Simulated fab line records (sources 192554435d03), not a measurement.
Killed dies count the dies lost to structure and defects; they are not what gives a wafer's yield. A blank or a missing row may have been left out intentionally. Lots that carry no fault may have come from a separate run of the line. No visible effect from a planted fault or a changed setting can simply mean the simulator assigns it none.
Which tool is to blame?	flow n5_finfet	22 lots with 66 wafers sampled at 6 steps, on a route of 1938 steps

WHAT THE GAUGES READ, wafer by wafer
Not one reading of a measure or inspect step in the record can be checked against a usual standard deviation.

TOOL THAT RAN EACH LOT (tool first, then ch and the chambers of the sampled wafers, then the start)
lot	N5_BEOL_M2_ETCH_77	N5_BEOL_M2_ETCH_69	N5_BEOL_M2_ETCH_70	N5_BEOL_M2_ANNEAL_80	N5_BEOL_M2_SPUTTER_92	N5_BEOL_M2_SPUTTER_94
L074	rie_diel-01 ch 0,3, day 6 14:04	rie_diel-01 ch 0,3, day 6 14:05	rie_diel-02 ch 0,1, day 6 14:23	pvd_sputter-02, day 6 16:51	pvd_sputter-02, day 6 17:52	pvd_sputter-02, day 6 18:05
L075	rie_diel-05 ch 0,2,3, day 6 17:37	rie_diel-05 ch 0,2,3, day 6 17:38	rie_diel-01 ch 0,1,3, day 7 01:37	pvd_sputter-02, day 7 03:49	pvd_sputter-02, day 7 04:50	pvd_sputter-02, day 7 05:03
L076	rie_diel-01 ch 1,3, day 7 08:09	rie_diel-01 ch 1,3, day 7 08:10	rie_diel-02 ch 0,1, day 7 12:59	pvd_sputter-02, day 7 14:44	pvd_sputter-02, day 7 15:46	pvd_sputter-02, day 7 15:59
L077	rie_diel-01 ch 0,1,2, day 7 21:37	rie_diel-01 ch 0,1,2, day 7 21:38	rie_diel-02 ch 1,2,3, day 7 22:04	pvd_sputter-03, day 7 23:28	pvd_sputter-03, day 8 00:29	pvd_sputter-03, day 8 00:43
L079	rie_diel-01 ch 0,1,2, day 8 00:07	rie_diel-01 ch 0,1,2, day 8 00:08	rie_diel-01 ch 0,1, day 8 01:47	pvd_sputter-01, day 8 04:01	pvd_sputter-01, day 8 05:02	pvd_sputter-01, day 8 05:16
L080	rie_diel-05 ch 0,2,3, day 8 03:21	rie_diel-05 ch 0,2,3, day 8 03:22	rie_diel-01 ch 0,3, day 8 10:55	pvd_sputter-02, day 8 12:32	pvd_sputter-02, day 8 13:33	pvd_sputter-02, day 8 13:46
L081	rie_diel-01 ch 0,1,3, day 8 10:34	rie_diel-01 ch 0,1,3, day 8 10:35	rie_diel-05 ch 0,2, day 8 17:59	pvd_sputter-01, day 8 19:36	pvd_sputter-01, day 8 20:37	pvd_sputter-01, day 8 20:50
L082	rie_diel-02 ch 1,2,3, day 8 16:26	rie_diel-02 ch 1,2,3, day 8 16:28	rie_diel-02 ch 0,2,3, day 8 18:09	pvd_sputter-02, day 8 21:20	pvd_sputter-02, day 8 22:22	pvd_sputter-02, day 8 22:35
L084	rie_diel-01 ch 0,3, day 9 00:33	rie_diel-01 ch 0,3, day 9 00:34	rie_diel-05 ch 0,2,3, day 9 08:10	pvd_sputter-03, day 9 10:11	pvd_sputter-03, day 9 11:13	pvd_sputter-03, day 9 11:26
L083	rie_diel-02 ch 0,2,3, day 9 00:50	rie_diel-02 ch 0,2,3, day 9 00:51	rie_diel-02 ch 1,2,3, day 9 11:43	pvd_sputter-02, day 9 14:06	pvd_sputter-02, day 9 15:07	pvd_sputter-02, day 9 15:20
L085	rie_diel-01 ch 1,2,3, day 9 13:34	rie_diel-01 ch 1,2,3, day 9 13:35	rie_diel-01 ch 1,2,3, day 9 14:54	pvd_sputter-03, day 9 16:46	pvd_sputter-03, day 9 17:47	pvd_sputter-03, day 9 18:01
L086	rie_diel-05 ch 0,1,2, day 9 17:49	rie_diel-05 ch 0,1,2, day 9 17:49	rie_diel-01 ch 1,3, day 9 19:56	pvd_sputter-01, day 9 22:21	pvd_sputter-01, day 9 23:22	pvd_sputter-01, day 9 23:35
L087	rie_diel-02 ch 0,1,2, day 9 21:59	rie_diel-02 ch 0,1,2, day 9 21:59	rie_diel-05 ch 0,1,2, day 9 23:18	pvd_sputter-01, day 10 03:13	pvd_sputter-01, day 10 04:14	pvd_sputter-01, day 10 04:27
L088	rie_diel-01 ch 0,2, day 10 06:21	rie_diel-01 ch 0,2, day 10 06:22	rie_diel-01 ch 0,3, day 10 10:33	pvd_sputter-02, day 10 12:47	pvd_sputter-02, day 10 13:49	pvd_sputter-02, day 10 14:02
L090	rie_diel-05 ch 1,2,3, day 10 19:22	rie_diel-05 ch 1,2,3, day 10 19:23	rie_diel-01 ch 0,2, day 10 20:38	pvd_sputter-01, day 10 22:22	pvd_sputter-01, day 10 23:23	pvd_sputter-01, day 10 23:37
L091	rie_diel-02 ch 0,1,2, day 11 02:17	rie_diel-02 ch 0,1,2, day 11 02:18	rie_diel-02 ch 2,3, day 11 06:43	pvd_sputter-01, day 11 08:45	pvd_sputter-01, day 11 09:46	pvd_sputter-01, day 11 09:59
L089	rie_diel-05 ch 0,1,3, day 11 02:20	rie_diel-05 ch 0,1,3, day 11 02:22	rie_diel-05 ch 2,3, day 11 07:09	pvd_sputter-02, day 11 10:19	pvd_sputter-02, day 11 11:20	pvd_sputter-02, day 11 11:34
L092	rie_diel-02 ch 0,1,3, day 11 05:10	rie_diel-02 ch 0,1,3, day 11 05:10	rie_diel-01 ch 2,3, day 11 07:11	pvd_sputter-01, day 11 10:35	pvd_sputter-01, day 11 11:37	pvd_sputter-01, day 11 11:50
L093	rie_diel-05 ch 0,2,3, day 11 08:52	rie_diel-05 ch 0,2,3, day 11 08:53	rie_diel-01 ch 0,2,3, day 11 11:55	pvd_sputter-01, day 11 13:58	pvd_sputter-01, day 11 14:59	pvd_sputter-01, day 11 15:13
L094	rie_diel-01 ch 0,1,2, day 11 19:28	rie_diel-01 ch 0,1,2, day 11 19:29	rie_diel-05 ch 2,3, day 11 21:39	pvd_sputter-01, day 11 23:16	pvd_sputter-01, day 12 00:17	pvd_sputter-01, day 12 00:30
L095	rie_diel-02 ch 0,1,2, day 12 04:52	rie_diel-02 ch 0,1,2, day 12 04:52	rie_diel-02 ch 0,1,2, day 12 09:10	pvd_sputter-02, day 12 11:17	pvd_sputter-02, day 12 12:19	pvd_sputter-02, day 12 12:32
L096	rie_diel-02 ch 1,2,3, day 12 09:37	rie_diel-02 ch 1,2,3, day 12 09:38	rie_diel-02 ch 0,2,3, day 12 17:35	pvd_sputter-02, day 12 19:19	pvd_sputter-02, day 12 20:20	pvd_sputter-02, day 12 20:33
- N5_BEOL_M2_ETCH_77: etches underlayer in N2/H2, target depth 6.5 nm, time 5.2 s.
- N5_BEOL_M2_ETCH_69: etches SiARC in CF4, target depth 15.6 nm, time 26 s.
- N5_BEOL_M2_ETCH_70: etches SOC in N2/H2, target depth 80 nm, overetch 24 nm, time 130 s.
- N5_BEOL_M2_ANNEAL_80: time 240 s.
- N5_BEOL_M2_SPUTTER_92: material Cu, target thk 4.5 nm, time 8.29 s.
- N5_BEOL_M2_SPUTTER_94: material Cu, target thk 4.5 nm, time 8.29 s.

AS READ BY THE TOOLS THEMSELVES (means over the sampled wafers that have a number; for cases with no such wafer, the mark the record gives instead)
N5_BEOL_M2_ETCH_77. Usual: drypump_motor_current_A 5.7 A, standard deviation 0.53; etch_rf_on_time_s 5.20 s, standard deviation 0.088; oes_product_au 0.66 a.u., standard deviation 0.084; rf_vpp_V 522.9 V, standard deviation 1.5; showerhead_plenum_p_Torr 2.50 Torr, standard deviation 0.032; throttle_valve_pct 17.87 %, standard deviation 0.28.
lot	tool	drypump_motor_current_A (A)	etch_rf_on_time_s (s)	oes_product_au (a.u.)	rf_vpp_V (V)	showerhead_plenum_p_Torr (Torr)	throttle_valve_pct (%)	flag
L074	rie_diel-01	5.4	5.20	0.68	523.1	2.52	17.84	
L075	rie_diel-05	5.4	5.27	0.60	522.7	2.49	18.01	
L076	rie_diel-01	5.1	5.23	0.62	524.4	2.52	18.06	
L077	rie_diel-01	6.0	5.20	0.72	521.9	2.50	17.73	
L079	rie_diel-01	6.0	5.18	0.72	521.3	2.50	17.72	
L080	rie_diel-05	5.3	5.29	0.59	521.5	2.49	18.02	
L081	rie_diel-01	5.7	5.27	0.65	523.4	2.51	17.85	
L082	rie_diel-02	6.0	5.25	0.64	523.6	2.55	17.92	
L084	rie_diel-01	6.0	5.20	0.69	521.6	2.50	17.66	
L083	rie_diel-02	5.9	5.26	0.64	522.9	2.51	17.95	
L085	rie_diel-01	5.4	5.17	0.66	523.9	2.51	17.98	
L086	rie_diel-05	5.4	5.16	0.67	522.4	2.48	17.76	
L087	rie_diel-02	5.9	5.24	0.63	522.5	2.51	17.95	
L088	rie_diel-01	6.3	5.18	0.75	522.8	2.49	17.57	
L090	rie_diel-05	5.6	5.14	0.66	522.2	2.47	17.90	
L091	rie_diel-02	5.9	5.20	0.62	523.5	2.50	17.97	
L089	rie_diel-05	5.6	5.15	0.73	523.6	2.50	17.72	
L092	rie_diel-02	5.9	5.19	0.63	523.5	2.51	17.80	
L093	rie_diel-05	5.3	5.22	0.67	522.7	2.48	17.92	
L094	rie_diel-01	6.0	5.12	0.78	521.4	2.49	17.65	
L095	rie_diel-02	5.9	5.24	0.62	521.3	2.50	17.98	
L096	rie_diel-02	6.1	5.20	0.61	523.3	2.54	17.97	

N5_BEOL_M2_ETCH_69. Usual: drypump_motor_current_A 5.7 A, standard deviation 0.53; etch_rf_on_time_s 26.0 s, standard deviation 0.45; oes_product_au 0.66 a.u., standard deviation 0.084; rf_vpp_V 183.7 V, standard deviation 0.91; showerhead_plenum_p_Torr 2.110 Torr, standard deviation 0.027; throttle_valve_pct 15.65 %, standard deviation 0.29.
lot	tool	drypump_motor_current_A (A)	etch_rf_on_time_s (s)	oes_product_au (a.u.)	rf_vpp_V (V)	showerhead_plenum_p_Torr (Torr)	throttle_valve_pct (%)	flag
L074	rie_diel-01	5.4	26.2	0.67	183.6	2.123	15.59	
L075	rie_diel-05	5.3	26.3	0.61	182.7	2.099	15.76	
L076	rie_diel-01	5.1	26.0	0.62	184.1	2.128	15.80	
L077	rie_diel-01	6.0	25.9	0.73	184.1	2.108	15.52	
L079	rie_diel-01	6.0	25.8	0.73	182.6	2.108	15.52	
L080	rie_diel-05	5.4	26.2	0.60	183.7	2.096	15.80	
L081	rie_diel-01	5.7	26.1	0.65	183.1	2.112	15.62	
L082	rie_diel-02	6.1	25.9	0.63	184.3	2.144	15.69	
L084	rie_diel-01	5.9	26.1	0.70	182.5	2.105	15.43	
L083	rie_diel-02	5.8	26.1	0.65	183.8	2.119	15.73	
L085	rie_diel-01	5.4	25.7	0.67	183.9	2.114	15.76	
L086	rie_diel-05	5.4	26.0	0.67	182.7	2.086	15.54	
L087	rie_diel-02	5.9	26.2	0.63	184.1	2.112	15.73	
L088	rie_diel-01	6.2	26.3	0.74	183.3	2.096	15.36	
L090	rie_diel-05	5.6	25.7	0.66	184.0	2.086	15.71	
L091	rie_diel-02	5.9	26.2	0.62	182.8	2.109	15.75	
L089	rie_diel-05	5.6	25.7	0.74	183.8	2.107	15.52	
L092	rie_diel-02	5.9	25.6	0.64	184.3	2.114	15.58	
L093	rie_diel-05	5.3	25.9	0.67	184.1	2.085	15.69	
L094	rie_diel-01	6.0	25.5	0.78	184.0	2.098	15.42	
L095	rie_diel-02	5.9	26.5	0.62	184.1	2.107	15.76	
L096	rie_diel-02	6.1	26.0	0.61	183.4	2.134	15.74	

N5_BEOL_M2_ETCH_70. Usual: drypump_motor_current_A 5.7 A, standard deviation 0.49; oes_product_au 0.57 a.u., standard deviation 0.062; rf_vpp_V 522.8 V, standard deviation 1.2; showerhead_plenum_p_Torr 2.50 Torr, standard deviation 0.035; throttle_valve_pct 17.85 %, standard deviation 0.26.
lot	tool	drypump_motor_current_A (A)	oes_product_au (a.u.)	rf_vpp_V (V)	showerhead_plenum_p_Torr (Torr)	throttle_valve_pct (%)	flag
L074	rie_diel-02	5.8	0.57	521.8	2.49	17.70	
L075	rie_diel-01	5.7	0.58	523.6	2.51	17.79	
L076	rie_diel-02	5.8	0.56	522.8	2.49	17.71	
L077	rie_diel-02	6.0	0.55	523.9	2.55	17.86	
L079	rie_diel-01	6.0	0.55	523.2	2.50	17.76	
L080	rie_diel-01	5.4	0.57	523.2	2.51	17.84	
L081	rie_diel-05	5.1	0.53	522.6	2.46	17.91	
L082	rie_diel-02	5.9	0.56	523.3	2.52	17.90	
L084	rie_diel-05	5.3	0.51	522.1	2.48	17.99	
L083	rie_diel-02	6.0	0.54	524.8	2.55	17.89	
L085	rie_diel-01	5.4	0.57	523.7	2.51	17.94	
L086	rie_diel-01	5.1	0.52	523.2	2.51	18.06	
L087	rie_diel-05	5.4	0.57	521.5	2.48	17.71	
L088	rie_diel-01	5.9	0.60	522.4	2.49	17.63	
L090	rie_diel-01	6.0	0.65	521.8	2.49	17.64	
L091	rie_diel-02	6.0	0.54	523.9	2.54	18.10	
L089	rie_diel-05	5.5	0.51	522.0	2.47	18.15	
L092	rie_diel-01	5.1	0.57	523.0	2.50	18.00	
L093	rie_diel-01	5.7	0.59	522.3	2.49	17.78	
L094	rie_diel-05	5.6	0.50	521.7	2.47	18.16	
L095	rie_diel-02	5.9	0.53	522.9	2.50	17.95	
L096	rie_diel-02	5.9	0.54	521.8	2.50	17.97	

N5_BEOL_M2_ANNEAL_80. Usual: heater_power_w at 829 W, with a standard deviation of 99.
lot	tool	heater_power_w (W)	flag
L074	pvd_sputter-02	864	
L075	pvd_sputter-02	855	
L076	pvd_sputter-02	911	
L077	pvd_sputter-03	879	
L079	pvd_sputter-01	809	
L080	pvd_sputter-02	861	
L081	pvd_sputter-01	787	
L082	pvd_sputter-02	777	
L084	pvd_sputter-03	864	
L083	pvd_sputter-02	850	
L085	pvd_sputter-03	864	
L086	pvd_sputter-01	883	
L087	pvd_sputter-01	693	
L088	pvd_sputter-02	839	
L090	pvd_sputter-01	784	
L091	pvd_sputter-01	686	
L089	pvd_sputter-02	847	
L092	pvd_sputter-01	884	
L093	pvd_sputter-01	801	
L094	pvd_sputter-01	892	
L095	pvd_sputter-02	845	
L096	pvd_sputter-02	793	

N5_BEOL_M2_SPUTTER_92. Usual: chamber_pressure_pa 0.07 Pa, standard deviation 0.00013; throttle_valve_pct 30.4 %, standard deviation 0.49.
lot	tool	chamber_pressure_pa (Pa)	throttle_valve_pct (%)	flag
L074	pvd_sputter-02	0.07	30.8	
L075	pvd_sputter-02	0.07	30.9	
L076	pvd_sputter-02	0.07	31.0	
L077	pvd_sputter-03	0.07	30.2	
L079	pvd_sputter-01	0.07	30.4	
L080	pvd_sputter-02	0.07	30.8	
L081	pvd_sputter-01	0.07	30.2	
L082	pvd_sputter-02	0.07	30.6	
L084	pvd_sputter-03	0.07	30.1	
L083	pvd_sputter-02	0.07	30.9	
L085	pvd_sputter-03	0.07	30.1	
L086	pvd_sputter-01	0.07	30.1	
L087	pvd_sputter-01	0.07	30.3	
L088	pvd_sputter-02	0.07	30.7	
L090	pvd_sputter-01	0.07	30.1	
L091	pvd_sputter-01	0.07	30.5	
L089	pvd_sputter-02	0.07	30.9	
L092	pvd_sputter-01	0.07	30.3	
L093	pvd_sputter-01	0.07	30.6	
L094	pvd_sputter-01	0.07	30.5	
L095	pvd_sputter-02	0.07	30.8	
L096	pvd_sputter-02	0.07	31.0	

N5_BEOL_M2_SPUTTER_94. Usual: chamber_pressure_pa 0.07001 Pa, standard deviation 0.00013; throttle_valve_pct 30.4 %, standard deviation 0.47.
lot	tool	chamber_pressure_pa (Pa)	throttle_valve_pct (%)	flag
L074	pvd_sputter-02	0.07008	30.9	
L075	pvd_sputter-02	0.06997	30.8	
L076	pvd_sputter-02	0.06992	30.8	
L077	pvd_sputter-03	0.06994	30.4	
L079	pvd_sputter-01	0.07010	30.5	
L080	pvd_sputter-02	0.06999	30.8	
L081	pvd_sputter-01	0.07006	30.2	
L082	pvd_sputter-02	0.07000	30.6	
L084	pvd_sputter-03	0.07003	30.1	
L083	pvd_sputter-02	0.06993	30.8	
L085	pvd_sputter-03	0.06998	30.2	
L086	pvd_sputter-01	0.07007	29.9	
L087	pvd_sputter-01	0.06995	30.5	
L088	pvd_sputter-02	0.06993	30.9	
L090	pvd_sputter-01	0.06998	30.1	
L091	pvd_sputter-01	0.07008	30.4	
L089	pvd_sputter-02	0.06996	30.9	
L092	pvd_sputter-01	0.06993	30.1	
L093	pvd_sputter-01	0.06999	30.5	
L094	pvd_sputter-01	0.06996	30.5	
L095	pvd_sputter-02	0.06988	30.8	
L096	pvd_sputter-02	0.07004	30.7	

THE ANSWER, worked out from the rows above alone
Rule: a lot counts as off when the mean over its wafers that have a number is more than 3 standard deviations away from the usual mean. A lot without any number at a reading at which 4 lots or more have one is off too. Where the step has rows for the other lots, those lots are counted as sound. Order of review: gauges by route order, followed by the tools' own readings, for which a lot's mean as printed above is used. The first step at which some lot is off is used, and at that step the reading that is off furthest; a lot without a number counts as furthest.
Nothing can be told from this: no lot is off at any reading shown.

WHAT WAS PUT IN BY THE SIMULATOR
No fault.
